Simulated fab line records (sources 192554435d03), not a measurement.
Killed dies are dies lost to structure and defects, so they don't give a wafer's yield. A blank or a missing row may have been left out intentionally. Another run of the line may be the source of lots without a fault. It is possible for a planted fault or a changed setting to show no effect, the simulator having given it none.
The tool behind it: which one? -- flow n5 finfet -- 24 lots, 72 wafers sampled, at 4 steps of a route of 1938

## WHAT THE GAUGES READ, wafer by wafer
N5_WELL_APT_CD_MEAS_25: the cd target is 200 nm. Usual: cd nm 200.5 nm, standard deviation 1.5.
lot,measured,on,cd nm (nm),flag
L074,day 1 15:08,cd sem-01,201.3 199.6 199.9,
L075,day 1 21:26,cd sem-02,201.0 201.3 201.7,
L076,day 2 02:53,cd sem-01,202.4 202.4 203.7,
L077,day 2 09:08,cd sem-02,201.0 202.6 202.0,
L078,day 2 14:51,cd sem-02,199.5 202.4 197.4,
L079,day 2 21:02,cd sem-01,201.6 200.1 199.0,
L080,day 3 03:04,cd sem-02,197.6 199.9 198.1,
L081,day 3 08:58,cd sem-01,201.2 200.3 201.6,
L082,day 3 14:41,cd sem-02,203.3 200.9 204.2,
L083,day 3 20:42,cd sem-02,200.5 201.5 201.0,
L084,day 4 03:03,cd sem-03,200.7 200.3 199.1,
L085,day 4 09:13,cd sem-01,199.6 197.9 199.2,
L086,day 4 16:11,cd sem-03,201.4 200.5 199.2,
L087,day 4 21:09,cd sem-02,201.6 199.8 199.1,
L088,day 5 02:49,cd sem-02,200.4 200.2 200.2,
L089,day 5 09:10,cd sem-03,201.9 202.2 200.7,
L090,day 5 15:04,cd sem-03,200.5 199.5 200.8,
L091,day 5 20:56,cd sem-03,199.4 198.6 197.1,
L092,day 6 02:56,cd sem-02,200.9 201.0 199.8,
L093,day 6 09:05,cd sem-01,202.0 199.4 200.7,
L094,day 6 15:04,cd sem-03,201.0 200.3 200.8,
L095,day 6 21:33,cd sem-01,201.1 200.8 200.1,
L096,day 7 03:17,cd sem-01,199.5 201.0 196.8,
L097,day 7 08:41,cd sem-01,199.8 199.6 200.6,

N5_WELL_APT_OVL_MEAS_26. Usual: PWELL_OVL -1 nm, standard deviation 5.4.
lot,measured,on,PWELL_OVL (nm),flag
L074,day 1 15:10,overlay-01,0 -5 3,
L075,day 1 21:28,overlay-01,-3 -2 -1,
L076,day 2 02:55,overlay-01,9 4 4,
L077,day 2 09:10,overlay-02,-4 -4 -1,
L078,day 2 14:53,overlay-02,5 3 -2,
L079,day 2 21:04,overlay-02,2 4 2,
L080,day 3 03:05,overlay-01,-8 -4 -11,
L081,day 3 08:59,overlay-01,0 7 0,
L082,day 3 14:43,overlay-02,6 4 -1,
L083,day 3 20:44,overlay-01,3 -4 -1,
L084,day 4 03:05,overlay-01,-4 -9 -12,
L085,day 4 09:15,overlay-01,-4 -7 -6,
L086,day 4 16:13,overlay-01,0 -5 -2,
L087,day 4 21:11,overlay-01,2 -4 -3,
L088,day 5 02:50,overlay-02,-1 3 6,
L089,day 5 09:11,overlay-02,5 -1 -3,
L090,day 5 15:05,overlay-02,-5 -7 0,
L091,day 5 20:58,overlay-02,3 -6 1,
L092,day 6 02:58,overlay-01,-3 -2 10,
L093,day 6 09:07,overlay-02,-6 -9 -10,
L094,day 6 15:05,overlay-02,1 -16 -3,
L095,day 6 21:35,overlay-02,3 2 -12,
L096,day 7 03:19,overlay-02,7 -2 4,
L097,day 7 08:43,overlay-02,1 -1 -5,

N5_WELL_APT_INSPECT_27: inspects for defects (macro). Usual: raw defect count 1.9, standard deviation 1.3.
lot,measured,on,raw defect count,flag
L074,day 1 15:11,defect inspect-01,3 0 1,
L075,day 1 21:30,defect inspect-02,0 2 3,
L076,day 2 02:56,defect inspect-02,3 2 1,
L077,day 2 09:11,defect inspect-02,1 2 1,
L078,day 2 14:55,defect inspect-02,1 2 2,
L079,day 2 21:05,defect inspect-02,1 6 3,
L080,day 3 03:07,defect inspect-02,2 1 0,
L081,day 3 09:01,defect inspect-01,2 3 2,
L082,day 3 14:44,defect inspect-01,2 3 0,
L083,day 3 20:46,defect inspect-01,4 0 4,
L084,day 4 03:07,defect inspect-02,2 1 2,
L085,day 4 09:16,defect inspect-02,4 4 2,
L086,day 4 16:14,defect inspect-02,2 0 2,
L087,day 4 21:13,defect inspect-01,2 3 1,
L088,day 5 02:52,defect inspect-02,2 3 4,
L089,day 5 09:13,defect inspect-01,1 1 1,
L090,day 5 15:07,defect inspect-01,3 2 1,
L091,day 5 20:59,defect inspect-02,3 4 0,
L092,day 6 02:59,defect inspect-01,3 2 1,
L093,day 6 09:08,defect inspect-01,4 0 2,
L094,day 6 15:07,defect inspect-01,1 2 3,
L095,day 6 21:37,defect inspect-01,4 3 2,
L096,day 7 03:20,defect inspect-01,3 3 2,
L097,day 7 08:44,defect inspect-02,1 4 3,

N5_PMOS_HMC_CHANNEL_EPI_THK_MEAS_22. Usual: HMC_CMP_THK 54.2 nm, standard deviation 0.51.
lot,measured,on,HMC_CMP_THK (nm),flag
L074,day 1 19:44,film metro-01,53.9 54.0 55.0,
L075,day 2 02:14,film metro-02,54.4 55.2 55.2,
L076,day 2 07:41,film metro-01,53.9 54.2 54.7,
L077,day 2 13:40,film metro-01,53.9 53.9 54.0,
L078,day 2 19:31,film metro-02,53.5 54.5 53.7,
L079,day 3 01:32,film metro-02,53.5 54.5 54.6,
L080,day 3 07:34,film metro-02,53.6 53.6 53.2,
L081,day 3 13:35,film metro-01,55.3 54.1 54.5,
L082,day 3 19:16,film metro-02,54.3 54.0 54.9,
L083,day 4 01:23,film metro-02,53.9 54.7 53.7,
L084,day 4 08:36,film metro-01,54.3 54.5 54.4,
L085,day 4 14:28,film metro-02,53.7 54.2 53.7,
L086,day 4 22:01,film metro-02,53.3 53.8 54.4,
L087,day 5 02:11,film metro-02,53.9 55.0 54.1,
L088,day 5 07:11,film metro-02,54.7 55.1 54.4,
L089,day 5 13:54,film metro-02,54.6 54.2 54.5,
L090,day 5 20:22,film metro-01,54.3 53.7 53.6,
L091,day 6 02:24,film metro-01,54.2 54.8 55.1,
L092,day 6 07:40,film metro-01,54.0 54.3 54.4,
L093,day 6 13:36,film metro-02,53.7 54.8 54.7,
L094,day 6 19:34,film metro-02,53.9 54.3 54.1,
L095,day 7 03:25,film metro-01,53.7 55.0 55.2,
L096,day 7 08:22,film metro-01,54.2 53.3 54.0,
L097,day 7 13:31,film metro-01,54.5 54.8 53.8,

## EACH LOT AND THE TOOL THAT RAN IT (in order: tool; ch and the chambers of the sampled wafers; start)
The record holds no process step before these readings.

## AS READ BY THE TOOLS THEMSELVES (means over the sampled wafers that have a number; for cases with no such wafer, the mark the record gives instead)
The record holds no such reading with a usual standard deviation.

## THE ANSWER, worked out from the rows above alone
Rule: lot off if the mean of its wafers having a number is beyond 3 standard deviations from the usual mean. A lot without any number at a reading at which 4 lots or more have one is off too. Any other lot the step has rows for is counted as sound. After the gauges, taken in route order, come the tools' own readings; for these a lot's mean is taken, as printed above. The first step at which some lot is off is used, and at that step the reading that is off furthest; a lot without a number counts as furthest.
No lot is off on any of the readings shown, so nothing can be concluded from this.

## WHAT THE SIMULATOR HAD INSERTED
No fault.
